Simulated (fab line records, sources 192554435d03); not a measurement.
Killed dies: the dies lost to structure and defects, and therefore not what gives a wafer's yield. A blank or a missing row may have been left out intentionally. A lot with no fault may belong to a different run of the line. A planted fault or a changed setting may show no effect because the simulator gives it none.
Code-filled problem report in 8D (eight disciplines) form ; flow n5_finfet ; the parts of the form that need people (team, actions taken, sign-off) are left out

## 1. WHAT WENT WRONG
At N5_GATE_CUT_CUT_ETCH_53, etch_rf_on_time_s averages 19.9 s over 3 wafers from 2 lots, while fault-free wafers read 26.2 s, standard deviation 0.44. Measured from the usual mean, that is -14 standard deviations.
The step: etches W in SF6/Cl2, target depth 79.2 nm.
The first sign was on wafer L381.2 at day 7 16:37, on rie_metal-03. The record holds 24 wafers of 8 lots with a number at this step. By rule, "out" or "out of limits" means more than 4 standard deviations away from the usual mean. The rest of the wafers with a number are treated as sound.

## 2. WHAT IT IS; WHAT IT IS NOT
question;is;is not
which readings at this step;etch_rf_on_time_s;chamber_pressure_mTorr, drypump_motor_current_A, throttle_valve_pct
which lots;L381, L384;L369, L373, L376, L388, L391, L392
which wafers of those lots;L381.2, L381.4, L384.2;L381.5, L384.3, L384.5
read on which tools;rie_metal-03;rie_metal-01
when;from day 7 16:37;"up to then (10 sound wafers); but 11 sound wafers of L384, L388, L391, L392 came after"

## 3. SUSPECTS, AND WHAT RULES EACH OUT
Counting: any tool at a process step up to the reading remains a suspect provided it ran every lot that is out. Sound lots after the first of them don't rule it out here, since some wafers of a struck lot are sound.
- rie_metal-03 at N5_GATE_CUT_CUT_ETCH_53 (etches W in SF6/Cl2, target depth 79.2 nm): kept. It ran every lot that is out, first L381 (day 7 16:37). Its own etch_rf_on_time_s readings are out on those wafers.
The count leaves rie_metal-03 at N5_GATE_CUT_CUT_ETCH_53.

## 4. THE CAUSE (what the simulator had put in)
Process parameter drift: rie_metal-03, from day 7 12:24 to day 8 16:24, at N5_GATE_CUT_CUT_ETCH_53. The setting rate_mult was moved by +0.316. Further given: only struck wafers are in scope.
After counting, this tool was the only one left.

## 5. THE EFFECT CHAIN, in route order
Each row: a reading where the mean over the struck wafers with a number is more than 3 standard deviations away from the usual. Readings are gone through only where the record gives a usual standard deviation; hours: the median, over the lots, of the time from a lot's start at the first step in this table giving one to that lot's start at this step; sigmas: the change measured in usual standard deviations.
hours;step;reading;usual;on struck wafers;change;sigmas
0;N5_GATE_CUT_CUT_ETCH_53;etch_rf_on_time_s;26.2 s;19.9;-6.3;-14
Its process steps:
- N5_GATE_CUT_CUT_ETCH_53: etches W in SF6/Cl2, target depth 79.2 nm.
Later steps that measure or inspect, where all struck wafers having a row at the step show a number for every such reading and not one has moved that far: N5_BEOL_M4_RC_MEAS_101.

## 6. WHAT WOULD HAVE CAUGHT IT SOONER
The fault began at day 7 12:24; the first out-of-limits reading in this record came at day 7 16:37, 4 hours later.
